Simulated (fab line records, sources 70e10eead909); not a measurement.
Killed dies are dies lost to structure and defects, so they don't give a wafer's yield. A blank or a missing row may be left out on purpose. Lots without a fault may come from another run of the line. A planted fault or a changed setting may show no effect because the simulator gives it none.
Chamber matching | flow nand_harc | NHARC_A_STAIRCASE_TRIM_196 on rie_diel-03: 4 sister chambers
The step chemistry O2, time 211.2 s. 16 wafers are shown with their chamber, then 8 later ones without.

WAFERS WITH THEIR CHAMBER
wafer  | chamber | showerhead_plenum_p_Torr (Torr) | rf_vpp_V (V) | oes_product_au (a.u.)
L077.2 | 2       | 3.30                            | 57.1         | 0.998
L077.4 | 0       | 3.42                            | 57.0         | 1.006
L077.6 | 1       | 3.43                            | 56.8         | 0.977
L082.1 | 2       | 3.30                            | 57.6         | 1.003
L082.3 | 1       | 3.42                            | 57.3         | 1.000
L082.4 | 0       | 3.41                            | 57.5         | 1.011
L087.2 | 1       | 3.42                            | 57.2         | 0.997
L087.3 | 0       | 3.40                            | 57.6         | 0.999
L087.4 | 3       | 3.65                            | 57.1         | 1.002
L089.2 | 2       | 3.29                            | 58.2         | 0.986
L089.4 | 3       | 3.65                            | 57.9         | 0.983
L089.6 | 1       | 3.42                            | 55.9         | 0.993
L091.1 | 3       | 3.65                            | 58.0         | 0.998
L091.3 | 0       | 3.40                            | 57.3         | 1.003
L091.5 | 2       | 3.29                            | 58.3         | 0.991
L090.1 | 0       | 3.40                            | 57.9         | 0.998

SIGNATURES (means of the wafers above)
reading                  | chamber 0 | chamber 1 | chamber 2 | chamber 3 | scatter within a chamber
showerhead_plenum_p_Torr | 3.4060    | 3.4225    | 3.2950    | 3.6500    | 0.00642
rf_vpp_V                 | 57.460    | 56.800    | 57.800    | 57.667    | 0.508
oes_product_au           | 1.00340   | 0.99175   | 0.99450   | 0.99433   | 0.00815
Rule: a wafer's distance from a chamber is the root of the sum, over the readings, of the square of ((its reading less the chamber's mean) divided by the reading's scatter). The wafer belongs to the nearest chamber; if the next one is less than 2 further off, it can't be placed. The scatter: the root of (the sum of the squares of (reading less its chamber's mean) over the shown wafers, divided by (wafers less chambers)).

WAFERS WITHOUT THEIR CHAMBER
wafer  | showerhead_plenum_p_Torr (Torr) | rf_vpp_V (V) | oes_product_au (a.u.)
L090.2 | 3.42                            | 57.5         | 0.997
L090.4 | 3.29                            | 56.1         | 0.989
L093.2 | 3.65                            | 58.3         | 0.991
L093.3 | 3.40                            | 57.2         | 0.993
L093.5 | 3.40                            | 57.0         | 0.997
L095.1 | 3.29                            | 56.9         | 0.992
L095.4 | 3.64                            | 58.9         | 0.987
L095.6 | 3.29                            | 57.0         | 1.003

WHICH CHAMBER EACH WENT THROUGH
wafer  | from the rows above     | in truth
L090.2 | can't be placed: 1 or 0 | 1
L090.4 | 2                       | 2
L093.2 | 3                       | 3
L093.3 | can't be placed: 0 or 1 | 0
L093.5 | 0                       | 0
L095.1 | 2                       | 2
L095.4 | 3                       | 3
L095.6 | 2                       | 2
Placed correctly: 6 of 8. Can't be placed from these rows: 2 (the true chamber is among the candidates in 2). Placed wrongly: 0.
